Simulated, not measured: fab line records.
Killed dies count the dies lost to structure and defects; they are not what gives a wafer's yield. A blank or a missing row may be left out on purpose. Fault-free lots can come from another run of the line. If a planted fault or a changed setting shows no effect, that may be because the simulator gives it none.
Which tool did it? | flow n5Finfet | 30 wafers from 11 lots sampled at 5 of the route's 1938 steps

WHAT THE GAUGES SHOWED, per wafer
N5_BEOL_M4_RC_MEAS_101. Usual: DIBL_N 36.3 mV/V, standard deviation 2; DIBL_P 36.3 mV/V, standard deviation 2.4; IOFF_N 0.16 nA/um, standard deviation 0.034; IOFF_P 0.21 nA/um, standard deviation 0.035; ION_N 672 uA/um, standard deviation 12; ION_P 459 uA/um, standard deviation 6.5; SS_N 71.6 mV/dec, standard deviation 0.67; SS_P 73.3 mV/dec, standard deviation 0.71; VT_N 250 mV, standard deviation 3.5; VT_P -251 mV, standard deviation 3.
lot  | measured     | on        | DIBL_N (mV/V)  | DIBL_P (mV/V)  | IOFF_N (nA/um) | IOFF_P (nA/um) | ION_N (uA/um) | ION_P (uA/um) | SS_N (mV/dec)  | SS_P (mV/dec)  | VT_N (mV)   | VT_P (mV)      | flag
L944 | day 8 03:04  | prober-01 | 35.5 35.7 34.9 | 35.7 35.9 34.7 | 0.15 0.15 0.13 | 0.20 0.21 0.19 | 662 661 655   | 458 459 450   | 71.6 71.4 71.9 | 73.3 72.8 72.6 | 250 254 251 | -251 -251 -251 | 
L945 | day 8 07:41  | prober-02 | 32.6 32.3 32.3 | 31.7 31.6 31.5 | 0.10 0.10 0.10 | 0.15 0.15 0.15 | 651 653 664   | 456 453 456   | 70.0 69.8 70.1 | 72.0 71.8 72.1 | 259 256 257 | -256 -253 -254 | 
L946 | day 8 16:58  | prober-02 | 35.0 33.2 33.3 | 34.4 31.5 32.3 | 0.14 0.10 0.11 | 0.18 0.13 0.15 | 666 647 650   | 453 440 452   | 71.1 70.8 70.9 | 73.2 72.8 72.7 | 249 256 256 | -254 -256 -253 | 
L949 | day 9 08:29  | prober-01 | 34.8 36.4 36.4 | 35.7 37.8 36.9 | 0.14 0.16 0.17 | 0.19 0.22 0.21 | 674 675 680   | 460 467 458   | 71.6 71.6 70.6 | 72.7 73.9 73.1 | 251 249 247 | -250 -249 -251 | 
L950 | day 10 03:58 | prober-02 | 31.6 33.2 33.5 | 31.6 33.4 34.0 | 0.11 0.13 0.14 | 0.16 0.18 0.20 | 650 660 668   | 451 457 458   | 71.4 70.7 71.6 | 72.7 72.2 73.1 | 258 252 251 | -253 -251 -248 | 
L951 | day 11 13:41 | prober-02 | 36.3 34.7      | 35.8 33.7      | 0.16 0.13      | 0.24 0.20      | 670 658       | 465 463       | 72.2 71.6      | 72.4 72.2      | 252 251     | -246 -250      | 
L954 | day 11 15:45 | prober-01 | 36.1 35.3 37.2 | 37.2 36.9 38.8 | 0.15 0.16 0.19 | 0.21 0.21 0.23 | 664 692 683   | 455 476 462   | 71.5 71.4 72.4 | 73.3 73.0 73.6 | 249 247 246 | -251 -251 -249 | 
L953 | day 11 21:16 | prober-02 | 36.4 37.1      | 36.9 37.6      | 0.15 0.17      | 0.20 0.24      | 659 673       | 451 465       | 71.3 71.4      | 73.2 73.6      | 254 251     | -251 -246      | 
L956 | day 11 21:16 | prober-01 | 39.2 36.9      | 41.3 38.8      | 0.21 0.19      | 0.29 0.23      | 671 671       | 462 459       | 72.9 72.6      | 74.2 73.9      | 249 249     | -248 -249      | 
L959 | day 13 14:58 | prober-02 | 36.1 36.9 36.7 | 37.3 37.7 38.0 | 0.15 0.16 0.16 | 0.22 0.22 0.22 | 661 669 684   | 462 469 474   | 71.3 70.7 72.0 | 73.1 72.8 73.5 | 249 249 249 | -248 -245 -248 | 
L966 | day 14 14:23 | prober-01 | 36.8 37.2 36.1 | 37.1 37.9 36.1 | 0.19 0.20 0.18 | 0.22 0.24 0.21 | 680 679 684   | 459 459 462   | 71.8 72.0 72.0 | 73.0 73.4 72.6 | 248 246 245 | -249 -248 -251 | 

WHAT TOOL EACH LOT RAN ON (gives the tool, then ch and the chambers of the sampled wafers, and finally the start)
lot  | N5_BEOL_M4_SPUTTER_86       | N5_BEOL_M4_ANNEAL_87        | N5_BEOL_M4_SPUTTER_96       | N5_BEOL_M4_CO_CAP_55
L944 | pvdSputter-03, day 8 00:33  | pvdSputter-03, day 8 00:38  | pvdSputter-03, day 8 01:39  | cvdCo-01 ch 0,1,2, day 8 02:31
L945 | pvdSputter-01, day 8 05:07  | pvdSputter-01, day 8 05:12  | pvdSputter-01, day 8 06:13  | cvdCo-02 ch 0,1, day 8 07:08
L946 | pvdSputter-01, day 8 14:04  | pvdSputter-01, day 8 14:09  | pvdSputter-01, day 8 15:10  | cvdCo-01 ch 1,2, day 8 16:25
L949 | pvdSputter-01, day 9 06:17  | pvdSputter-01, day 9 06:22  | pvdSputter-01, day 9 07:23  | cvdCo-01 ch 0,2, day 9 08:16
L950 | pvdSputter-03, day 10 01:35 | pvdSputter-03, day 10 01:40 | pvdSputter-03, day 10 02:41 | cvdCo-01 ch 1,2, day 10 03:33
L951 | pvdSputter-02, day 11 11:30 | pvdSputter-02, day 11 11:35 | pvdSputter-02, day 11 12:36 | cvdCo-01 ch 0,2, day 11 13:28
L954 | pvdSputter-01, day 11 13:20 | pvdSputter-01, day 11 13:25 | pvdSputter-01, day 11 14:26 | cvdCo-02 ch 1,2, day 11 15:22
L953 | pvdSputter-01, day 11 18:55 | pvdSputter-01, day 11 18:59 | pvdSputter-01, day 11 20:01 | cvdCo-01 ch 0,2, day 11 20:53
L956 | pvdSputter-02, day 11 19:03 | pvdSputter-02, day 11 19:08 | pvdSputter-02, day 11 20:09 | cvdCo-01 ch 1, day 11 21:01
L959 | pvdSputter-02, day 13 12:40 | pvdSputter-02, day 13 12:45 | pvdSputter-02, day 13 13:51 | cvdCo-02 ch 1,2, day 13 14:43
L966 | pvdSputter-03, day 14 11:55 | pvdSputter-03, day 14 12:00 | pvdSputter-03, day 14 13:01 | cvdCo-02 ch 0,2, day 14 14:09
- N5_BEOL_M4_SPUTTER_86: material Cu, target thk 4.5 nm, time 8.29 s.
- N5_BEOL_M4_ANNEAL_87: time 240 s.
- N5_BEOL_M4_SPUTTER_96: material Cu, target thk 4.5 nm, time 8.29 s.
- N5_BEOL_M4_CO_CAP_55: material Co, precursor CCTBA/H2, target thk 2 nm, time 102.1 s.

AS READ BY THE TOOLS THEMSELVES (means over the sampled wafers that have a number; for cases with no such wafer, the mark the record gives instead)
N5_BEOL_M4_SPUTTER_86. Usual: substrateTempC -20.00 C, standard deviation 0.11; throttleValvePct 30.2 %, standard deviation 0.98.
lot  | tool          | substrateTempC (C) | throttleValvePct (%) | flag
L944 | pvdSputter-03 | -20.00             | 29.1                 | 
L945 | pvdSputter-01 | -20.05             | 30.6                 | 
L946 | pvdSputter-01 | -19.90             | 30.6                 | 
L949 | pvdSputter-01 | -19.96             | 30.2                 | 
L950 | pvdSputter-03 | -20.05             | 30.0                 | 
L951 | pvdSputter-02 | -20.02             | 30.9                 | 
L954 | pvdSputter-01 | -20.03             | 30.7                 | 
L953 | pvdSputter-01 | -19.93             | 30.8                 | 
L956 | pvdSputter-02 | -20.01             | 29.2                 | 
L959 | pvdSputter-02 | -19.90             | 30.7                 | 
L966 | pvdSputter-03 | -20.18             | 30.0                 | 

N5_BEOL_M4_ANNEAL_87. Usual: heaterPowerW reads 834 W (standard deviation 79).
lot  | tool          | heaterPowerW (W) | flag
L944 | pvdSputter-03 | 815              | 
L945 | pvdSputter-01 | 879              | 
L946 | pvdSputter-01 | 873              | 
L949 | pvdSputter-01 | 818              | 
L950 | pvdSputter-03 | 809              | 
L951 | pvdSputter-02 | 832              | 
L954 | pvdSputter-01 | 800              | 
L953 | pvdSputter-01 | 830              | 
L956 | pvdSputter-02 | 866              | 
L959 | pvdSputter-02 | 848              | 
L966 | pvdSputter-03 | 822              | 

N5_BEOL_M4_SPUTTER_96. Usual: substrateTempC -19.98 C, standard deviation 0.11; throttleValvePct 30.2 %, standard deviation 0.99.
lot  | tool          | substrateTempC (C) | throttleValvePct (%) | flag
L944 | pvdSputter-03 | -20.02             | 29.0                 | 
L945 | pvdSputter-01 | -19.98             | 30.7                 | 
L946 | pvdSputter-01 | -20.04             | 30.5                 | 
L949 | pvdSputter-01 | -19.93             | 30.2                 | 
L950 | pvdSputter-03 | -19.94             | 30.1                 | 
L951 | pvdSputter-02 | -19.98             | 30.7                 | 
L954 | pvdSputter-01 | -19.99             | 30.8                 | 
L953 | pvdSputter-01 | -20.00             | 30.9                 | 
L956 | pvdSputter-02 | -20.10             | 29.1                 | 
L959 | pvdSputter-02 | -20.00             | 30.5                 | 
L966 | pvdSputter-03 | -20.06             | 30.0                 | 

N5_BEOL_M4_CO_CAP_55. Usual: heaterPowerW 235 W, standard deviation 9.2; runLengthS 125.2 s, standard deviation 0.34.
lot  | tool     | heaterPowerW (W) | runLengthS (s) | flag
L944 | cvdCo-01 | 237              | 125.2          | 
L945 | cvdCo-02 | 227              | 125.7          | 
L946 | cvdCo-01 | 236              | 125.3          | 
L949 | cvdCo-01 | 242              | 125.3          | 
L950 | cvdCo-01 | 239              | 125.2          | 
L951 | cvdCo-01 | 242              | 146.9          | OFF
L954 | cvdCo-02 | 233              | 125.0          | 
L953 | cvdCo-01 | 240              | 146.9          | OFF
L956 | cvdCo-01 | 243              | 146.8          | OFF
L959 | cvdCo-02 | 229              | 125.3          | 
L966 | cvdCo-02 | 225              | 125.2          | 

THE ANSWER, worked out from the rows above alone
Rule: a lot is off if the mean of its wafers that have a number lies more than 3 standard deviations from the usual mean. A lot without any number at a reading at which 4 lots or more have one is off too. The other lots that the step has rows for count as sound. The gauges are gone through in route order, then the tools' own readings, and for those a lot's mean is taken as printed above. At the first step where some lot is off, the reading lying furthest off is the one used; lots without a number count as furthest.
Off, at N5_BEOL_M4_CO_CAP_55 on runLengthS: L951, L953, L956.
If a tool, at that step or one of the process steps before it, ran each lot that is off and ran no sound lot following the first of them, it fits. One candidate fits, namely cvdCo-01 at N5_BEOL_M4_CO_CAP_55. Its last sound lot is L950 (day 10 03:33), its first lot that is off L951 (day 11 13:28): a fault that began between those two fits.
The tool's own readings at N5_BEOL_M4_CO_CAP_55 bear it out: on the lots that are off they differ by more than 5 times the standard deviation of the sound lots' means. runLengthS reads 146.9 s there against 125.3 s on the sound lots.

WHAT WAS PUT IN BY THE SIMULATOR
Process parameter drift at N5_BEOL_M4_CO_CAP_55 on cvdCo-01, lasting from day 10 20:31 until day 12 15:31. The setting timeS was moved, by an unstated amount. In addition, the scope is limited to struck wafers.
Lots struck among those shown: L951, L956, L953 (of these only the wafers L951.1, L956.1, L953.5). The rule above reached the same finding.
